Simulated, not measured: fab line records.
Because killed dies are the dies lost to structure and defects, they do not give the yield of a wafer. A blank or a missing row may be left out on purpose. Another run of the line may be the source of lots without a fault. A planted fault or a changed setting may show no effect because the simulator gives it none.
Which tool did it?    flow nand_harc    Sampling: 22 lots, 66 wafers, 6 of 1302 route steps

WHAT EACH GAUGE READ, for each wafer
The record holds no reading of a measuring or inspecting step that can be judged against a usual standard deviation.

WHICH TOOL RAN EACH LOT (tool, then ch and the chambers of the sampled wafers, then the start)
lot   NHARC_A_CHANNEL_HOLE_D2_ETCH_27   NHARC_A_STAIRCASE_STRIP_171           NHARC_A_STAIRCASE_DESCUM_11         NHARC_A_STAIRCASE_ETCH_15                      NHARC_A_STAIRCASE_TRIM_187          NHARC_A_STAIRCASE_TRIM_196
L075  har_etch-01 ch 0,1, day 13 19:55  plasma_asher-02 ch 0,1, day 16 01:02  rie_diel-03 ch 0,3, day 16 02:32    rie_diel-03 ch 0,2,3, day 16 07:06 or earlier  rie_diel-06 ch 1,2,3, day 16 07:06  rie_diel-09 ch 0,1,2, day 16 08:06
L074  har_etch-02 ch 0,1, day 13 21:17  plasma_asher-01 ch 0,1, day 16 00:56  rie_diel-09 ch 0,2,3, day 16 02:23  rie_diel-09 ch 1,2, day 16 06:11 or earlier    rie_diel-09 ch 1,3, day 16 06:11    rie_diel-03 ch 0,1,2, day 16 07:15
L076  har_etch-01 ch 0,1, day 14 15:53  plasma_asher-02 ch 0,1, day 16 21:08  rie_diel-06 ch 1,3, day 16 22:38    rie_diel-06 ch 0,1,3, day 17 02:28 or earlier  rie_diel-09 ch 1,2,3, day 17 02:28  rie_diel-06 ch 0,1,3, day 17 03:29
L079  har_etch-02 ch 0,1, day 15 02:43  plasma_asher-02 ch 0,1, day 17 12:16  rie_diel-03 ch 0,3, day 17 13:40    rie_diel-03 ch 1,2, day 17 20:27 or earlier    rie_diel-06 ch 1,2, day 17 20:27    rie_diel-09 ch 0,3, day 17 21:43
L077  har_etch-01 ch 0,1, day 15 04:49  plasma_asher-01 ch 0,1, day 17 08:47  rie_diel-09 ch 1,2, day 17 10:20    rie_diel-09 ch 0,3, day 17 14:29 or earlier    rie_diel-03 ch 2,3, day 17 14:29    rie_diel-06 ch 0,2,3, day 17 18:34
L078  har_etch-02 ch 0,1, day 15 06:53  plasma_asher-02 ch 0,1, day 17 08:38  rie_diel-06 ch 0,2, day 17 10:10    rie_diel-06 ch 2,3, day 17 14:17 or earlier    rie_diel-09 ch 0,1,2, day 17 14:17  rie_diel-03 ch 1,2,3, day 17 19:43
L080  har_etch-01 ch 0,1, day 15 17:50  plasma_asher-02 ch 0,1, day 17 23:37  rie_diel-06 ch 1,2,3, day 18 01:07  rie_diel-06 ch 0,2,3, day 18 05:11 or earlier  rie_diel-03 ch 0,1,2, day 18 05:11  rie_diel-03 ch 0,1,2, day 18 06:43
L081  har_etch-01 ch 0,1, day 16 04:45  plasma_asher-02 ch 1, day 18 09:20    rie_diel-03 ch 0,2,3, day 18 10:51  rie_diel-03 ch 0,1,3, day 18 14:31 or earlier  rie_diel-03 ch 0,1, day 18 14:31    rie_diel-03 ch 0,1, day 18 15:32
L083  har_etch-01 ch 0,1, day 17 17:04  plasma_asher-02 ch 0, day 19 23:36    rie_diel-09 ch 2,3, day 20 01:07    rie_diel-09 ch 0,3, day 20 08:58 or earlier    rie_diel-09 ch 0,1, day 20 08:58    rie_diel-06 ch 1,2,3, day 20 10:03
L085  har_etch-01 ch 0,1, day 17 21:12  plasma_asher-02 ch 0, day 19 23:56    rie_diel-06 ch 0,2,3, day 20 01:24  rie_diel-06 ch 2,3, day 20 05:44 or earlier    rie_diel-06 ch 0,2,3, day 20 05:44  rie_diel-09 ch 0,1, day 20 07:04
L084  har_etch-02 ch 0,1, day 17 21:59  plasma_asher-02 ch 0,1, day 20 00:57  rie_diel-03 ch 1,2,3, day 20 02:28  rie_diel-03 ch 0,2,3, day 20 06:38 or earlier  rie_diel-09 ch 0,1,3, day 20 06:38  rie_diel-09 ch 0,1,3, day 20 07:58
L086  har_etch-01 ch 0,1, day 18 21:35  plasma_asher-02 ch 1, day 21 06:22    rie_diel-09 ch 1,2,3, day 21 07:50  rie_diel-09 ch 1,3, day 21 12:40 or earlier    rie_diel-09 ch 0,2,3, day 21 12:40  rie_diel-03 ch 2,3, day 21 14:07
L089  har_etch-01 ch 0,1, day 19 10:46  plasma_asher-02 ch 0,1, day 21 18:09  rie_diel-06 ch 0,2, day 21 19:40    rie_diel-06 ch 0,2,3, day 21 23:46 or earlier  rie_diel-03 ch 1,3, day 21 23:46    rie_diel-06 ch 1,2, day 22 00:50
L088  har_etch-02 ch 0,1, day 19 12:46  plasma_asher-02 ch 0,1, day 22 00:17  rie_diel-03 ch 0,2,3, day 22 01:45  rie_diel-03 ch 0,2,3, day 22 05:44 or earlier  rie_diel-03 ch 0,1,3, day 22 05:44  rie_diel-09 ch 0,3, day 22 06:46
L087  har_etch-01 ch 0,1, day 19 14:55  plasma_asher-02 ch 0,1, day 21 18:46  rie_diel-03 ch 0,1,2, day 21 20:14  rie_diel-03 ch 0,2, day 22 00:35 or earlier    rie_diel-03 ch 0,1,2, day 22 00:35  rie_diel-03 ch 1,2,3, day 22 01:38
L090  har_etch-01 ch 0,1, day 20 03:54  plasma_asher-02 ch 0,1, day 22 08:30  rie_diel-09 ch 0,1,2, day 22 09:48  rie_diel-09 ch 2,3, day 22 13:54 or earlier    rie_diel-03 ch 1,2,3, day 22 13:54  rie_diel-03 ch 1,2,3, day 22 14:59
L092  har_etch-01 ch 0,1, day 20 13:04  plasma_asher-02 ch 0,1, day 22 20:18  rie_diel-09 ch 0,3, day 22 21:49    rie_diel-09 ch 0,1, day 23 01:37 or earlier    rie_diel-06 ch 0,2, day 23 01:37    rie_diel-09 ch 0,1,2, day 23 02:43
L091  har_etch-02 ch 0,1, day 20 13:56  plasma_asher-02 ch 0,1, day 22 20:01  rie_diel-03 ch 1,3, day 22 21:25    rie_diel-03 ch 0,1,3, day 23 01:17 or earlier  rie_diel-03 ch 0,1, day 23 01:17    rie_diel-09 ch 1,2,3, day 23 02:18
L095  har_etch-01 ch 0,1, day 22 01:25  plasma_asher-01 ch 0,1, day 24 07:20  rie_diel-03 ch 0,2, day 24 08:52    rie_diel-03 ch 1,2,3, day 24 12:50 or earlier  rie_diel-09 ch 0,2,3, day 24 12:50  rie_diel-09 ch 0,1,3, day 24 13:56
L094  har_etch-02 ch 0,1, day 22 01:46  plasma_asher-01 ch 0,1, day 24 07:01  rie_diel-06 ch 1,2,3, day 24 08:32  rie_diel-06 ch 0,1, day 24 15:06 or earlier    rie_diel-03 ch 1,2, day 24 15:06    rie_diel-06 ch 2,3, day 24 16:09
L096  har_etch-01 ch 0,1, day 22 05:32  plasma_asher-02 ch 0,1, day 24 07:10  rie_diel-03 ch 0,2,3, day 24 08:41  rie_diel-03 ch 0,1,3, day 24 12:34 or earlier  rie_diel-09 ch 0,1,2, day 24 12:34  rie_diel-06 ch 0,1,2, day 24 13:46
L097  har_etch-02 ch 0,1, day 22 23:56  plasma_asher-01 ch 0,1, day 25 04:23  rie_diel-03 ch 0,2,3, day 25 05:46  rie_diel-03 ch 0,1,3, day 25 09:26 or earlier  rie_diel-03 ch 1,2,3, day 25 09:26  rie_diel-03 ch 1,3, day 25 10:26
- NHARC_A_CHANNEL_HOLE_D2_ETCH_27: etches the open film in C4F8/O2/Ar, time 90 s, target depth 400 nm.
- NHARC_A_STAIRCASE_STRIP_171: strips in O2.
- NHARC_A_STAIRCASE_DESCUM_11: chemistry O2, time 3 s.
- NHARC_A_STAIRCASE_ETCH_15: etches the open film in C4F8/O2, target depth 100 nm, time 40.5 s.
- NHARC_A_STAIRCASE_TRIM_187: chemistry O2, time 211.2 s.
- NHARC_A_STAIRCASE_TRIM_196: chemistry O2, time 211.2 s.

WHAT THE TOOLS THEMSELVES READ (means of the sampled wafers that have a number; where no wafer has one, the mark that the record gives instead)
NHARC_A_CHANNEL_HOLE_D2_ETCH_27.
lot   tool         drypump_motor_current_A (A)  oes_air_line_au (a.u.)  rf_fwd_power_W (W)  showerhead_plenum_p_Torr (Torr)  throttle_valve_pct (%)
L075  har_etch-01  5.3                          1.020                   1986                3.56                             27.622
L074  har_etch-02  5.2                          1.002                   1988                3.68                             27.628
L076  har_etch-01  5.1                          1.003                   1983                3.61                             27.621
L079  har_etch-02  5.2                          0.997                   1984                3.67                             27.622
L077  har_etch-01  5.3                          0.989                   1979                3.55                             27.619
L078  har_etch-02  5.5                          0.990                   1988                3.72                             27.619
L080  har_etch-01  5.0                          0.997                   1982                3.60                             27.618
L081  har_etch-01  5.1                          0.988                   1985                3.59                             27.622
L083  har_etch-01  5.0                          1.001                   1993                3.58                             27.615
L085  har_etch-01  5.0                          1.008                   1984                3.58                             27.614
L084  har_etch-02  5.6                          0.996                   1985                3.82                             27.620
L086  har_etch-01  5.1                          0.988                   1986                3.58                             27.623
L089  har_etch-01  5.1                          0.999                   1985                3.57                             27.624
L088  har_etch-02  5.6                          1.018                   1994                3.81                             27.621
L087  har_etch-01  5.0                          0.999                   1982                3.57                             27.616
L090  har_etch-01  5.3                          1.012                   1986                3.51                             27.630
L092  har_etch-01  5.0                          0.994                   1977                3.56                             27.618
L091  har_etch-02  5.6                          1.015                   1987                3.80                             27.612
L095  har_etch-01  5.3                          0.979                   1983                3.50                             27.615
L094  har_etch-02  5.5                          0.989                   1996                3.78                             27.625
L096  har_etch-01  5.1                          1.001                   1992                3.55                             27.625
L097  har_etch-02  5.2                          1.002                   1985                3.85                             27.623

NHARC_A_STAIRCASE_STRIP_171.
lot   tool             drypump_motor_current_A (A)  heater_power_w (W)
L075  plasma_asher-02  5.1                          340
L074  plasma_asher-01  5.6                          351
L076  plasma_asher-02  5.2                          344
L079  plasma_asher-02  4.9                          349
L077  plasma_asher-01  5.6                          344
L078  plasma_asher-02  4.9                          352
L080  plasma_asher-02  4.9                          351
L081  plasma_asher-02  4.7                          364
L083  plasma_asher-02  5.4                          330
L085  plasma_asher-02  5.4                          333
L084  plasma_asher-02  5.2                          336
L086  plasma_asher-02  4.7                          359
L089  plasma_asher-02  5.1                          340
L088  plasma_asher-02  4.9                          351
L087  plasma_asher-02  5.2                          341
L090  plasma_asher-02  4.9                          352
L092  plasma_asher-02  5.2                          345
L091  plasma_asher-02  4.9                          349
L095  plasma_asher-01  5.6                          347
L094  plasma_asher-01  5.6                          347
L096  plasma_asher-02  5.1                          334
L097  plasma_asher-01  5.6                          350

NHARC_A_STAIRCASE_DESCUM_11.
lot   tool         drypump_motor_current_A (A)  oes_product_au (a.u.)  rf_vpp_V (V)  showerhead_plenum_p_Torr (Torr)  throttle_valve_pct (%)
L075  rie_diel-03  5.9                          0.992                  58.0          1.85                             11.312
L074  rie_diel-09  5.4                          1.009                  57.9          1.94                             11.315
L076  rie_diel-06  5.0                          1.004                  57.5          1.93                             11.311
L079  rie_diel-03  6.0                          0.995                  57.8          1.85                             11.310
L077  rie_diel-09  5.5                          1.014                  57.4          1.83                             11.310
L078  rie_diel-06  5.6                          0.996                  58.2          2.06                             11.315
L080  rie_diel-06  5.3                          0.992                  58.5          1.99                             11.320
L081  rie_diel-03  6.0                          0.997                  57.5          1.88                             11.318
L083  rie_diel-09  5.1                          1.006                  57.8          1.89                             11.324
L085  rie_diel-06  5.5                          0.999                  59.1          2.05                             11.314
L084  rie_diel-03  5.8                          0.998                  57.4          1.91                             11.305
L086  rie_diel-09  5.3                          1.011                  57.7          1.85                             11.329
L089  rie_diel-06  5.5                          0.985                  57.9          2.04                             11.303
L088  rie_diel-03  6.0                          0.987                  57.1          1.87                             11.308
L087  rie_diel-03  5.9                          0.988                  57.0          1.91                             11.303
L090  rie_diel-09  5.6                          0.999                  57.2          1.89                             11.314
L092  rie_diel-09  5.5                          1.009                  58.5          2.00                             11.315
L091  rie_diel-03  5.8                          1.001                  57.0          1.87                             11.313
L095  rie_diel-03  6.1                          0.992                  57.7          1.86                             11.310
L094  rie_diel-06  5.3                          0.995                  57.3          1.98                             11.312
L096  rie_diel-03  6.0                          0.987                  57.4          1.86                             11.312
L097  rie_diel-03  6.0                          0.988                  57.8          1.86                             11.312

NHARC_A_STAIRCASE_ETCH_15.
lot   tool         oes_product_au (a.u.)  rf_fwd_power_W (W)  rf_vpp_V (V)
L075  rie_diel-03  0.949                  592                 893
L074  rie_diel-09  0.939                  595                 891
L076  rie_diel-06  0.942                  591                 900
L079  rie_diel-03  0.958                  594                 899
L077  rie_diel-09  0.948                  593                 899
L078  rie_diel-06  0.934                  593                 905
L080  rie_diel-06  0.948                  593                 904
L081  rie_diel-03  0.946                  591                 894
L083  rie_diel-09  0.967                  594                 902
L085  rie_diel-06  0.944                  594                 904
L084  rie_diel-03  0.941                  591                 894
L086  rie_diel-09  0.971                  593                 891
L089  rie_diel-06  0.947                  592                 905
L088  rie_diel-03  0.932                  591                 893
L087  rie_diel-03  0.926                  594                 896
L090  rie_diel-09  0.942                  591                 892
L092  rie_diel-09  0.951                  594                 894
L091  rie_diel-03  0.946                  591                 893
L095  rie_diel-03  0.937                  594                 896
L094  rie_diel-06  0.937                  587                 899
L096  rie_diel-03  0.936                  590                 893
L097  rie_diel-03  0.942                  592                 893

NHARC_A_STAIRCASE_TRIM_187.
lot   tool         drypump_motor_current_A (A)  oes_product_au (a.u.)  rf_vpp_V (V)  showerhead_plenum_p_Torr (Torr)  throttle_valve_pct (%)
L075  rie_diel-06  5.3                          1.000                  58.2          3.68                             17.039
L074  rie_diel-09  5.1                          0.997                  56.4          3.49                             17.038
L076  rie_diel-09  5.3                          1.008                  57.7          3.44                             17.040
L079  rie_diel-06  5.1                          0.986                  58.3          3.56                             17.036
L077  rie_diel-03  5.9                          1.002                  57.7          3.48                             17.040
L078  rie_diel-09  5.6                          1.003                  57.4          3.52                             17.031
L080  rie_diel-03  5.9                          1.007                  57.9          3.53                             17.032
L081  rie_diel-03  5.8                          1.004                  57.2          3.52                             17.040
L083  rie_diel-09  5.7                          1.003                  57.9          3.63                             17.038
L085  rie_diel-06  5.5                          1.006                  58.2          3.77                             17.032
L084  rie_diel-09  5.4                          1.012                  58.2          3.55                             17.048
L086  rie_diel-09  5.4                          1.010                  57.9          3.55                             17.040
L089  rie_diel-03  5.8                          0.999                  57.9          3.52                             17.029
L088  rie_diel-03  5.9                          0.995                  57.9          3.45                             17.036
L087  rie_diel-03  6.0                          1.003                  57.5          3.51                             17.036
L090  rie_diel-03  5.9                          0.998                  57.2          3.52                             17.027
L092  rie_diel-06  5.5                          0.990                  58.2          3.74                             17.031
L091  rie_diel-03  5.9                          1.002                  57.2          3.45                             17.040
L095  rie_diel-09  5.4                          1.012                  58.0          3.54                             17.035
L094  rie_diel-03  5.8                          1.001                  58.3          3.57                             17.045
L096  rie_diel-09  5.6                          1.013                  57.6          3.49                             17.035
L097  rie_diel-03  5.8                          0.998                  57.9          3.51                             17.035

NHARC_A_STAIRCASE_TRIM_196.
lot   tool         drypump_motor_current_A (A)  oes_product_au (a.u.)  rf_vpp_V (V)  showerhead_plenum_p_Torr (Torr)  throttle_valve_pct (%)
L075  rie_diel-09  5.6                          1.006                  57.9          3.52                             17.039
L074  rie_diel-03  6.0                          1.005                  58.1          3.53                             17.031
L076  rie_diel-06  5.2                          0.993                  56.9          3.66                             17.034
L079  rie_diel-09  5.2                          1.008                  58.7          3.61                             17.033
L077  rie_diel-06  5.5                          0.998                  58.1          3.78                             17.028
L078  rie_diel-03  5.9                          1.002                  58.3          3.53                             17.033
L080  rie_diel-03  6.0                          1.006                  58.0          3.53                             17.039
L081  rie_diel-03  5.8                          1.007                  58.5          3.52                             17.034
L083  rie_diel-06  5.3                          0.994                  58.0          3.66                             17.026
L085  rie_diel-09  5.7                          1.018                  58.7          3.63                             17.034
L084  rie_diel-09  5.4                          1.011                  57.5          3.55                             17.040
L086  rie_diel-03  6.0                          0.995                  57.7          3.52                             17.029
L089  rie_diel-06  5.4                          0.992                  57.8          3.65                             17.031
L088  rie_diel-09  5.5                          1.004                  57.7          3.67                             17.032
L087  rie_diel-03  5.8                          0.997                  57.9          3.52                             17.038
L090  rie_diel-03  5.9                          1.006                  57.9          3.52                             17.027
L092  rie_diel-09  5.7                          1.003                  58.4          3.49                             17.031
L091  rie_diel-09  5.3                          1.006                  57.8          3.41                             17.042
L095  rie_diel-09  5.4                          1.002                  57.2          3.53                             17.030
L094  rie_diel-06  5.6                          0.983                  58.1          3.76                             17.035
L096  rie_diel-06  5.4                          0.995                  57.9          3.63                             17.031
L097  rie_diel-03  5.8                          0.980                  57.9          3.44                             17.031

THE ANSWER, worked out from the rows above alone
Rule: the lots themselves supply what counts as usual. Put in order of their means at a reading, lots are off if they are a third of the lots or fewer, leave a main group of 4 or more, and stand apart from it by a gap of 3 or more times the standard deviation of the main group's means; of several such gaps the widest counts. If all means in a main group match to the digits the tables above print for the reading, that group is not used. Also off: a lot with no number at a reading for which 4 or more lots have one. The other lots that the step has rows for count as sound. Order of review: gauges by route order, followed by the tools' own readings, for which a lot's mean as printed above is used. The first step at which some lot is off is used, and at that step the reading that is off furthest; a lot without a number counts as furthest.
Nothing can be told from this: no lot is off at any reading shown.

WHAT WAS PUT IN BY THE SIMULATOR
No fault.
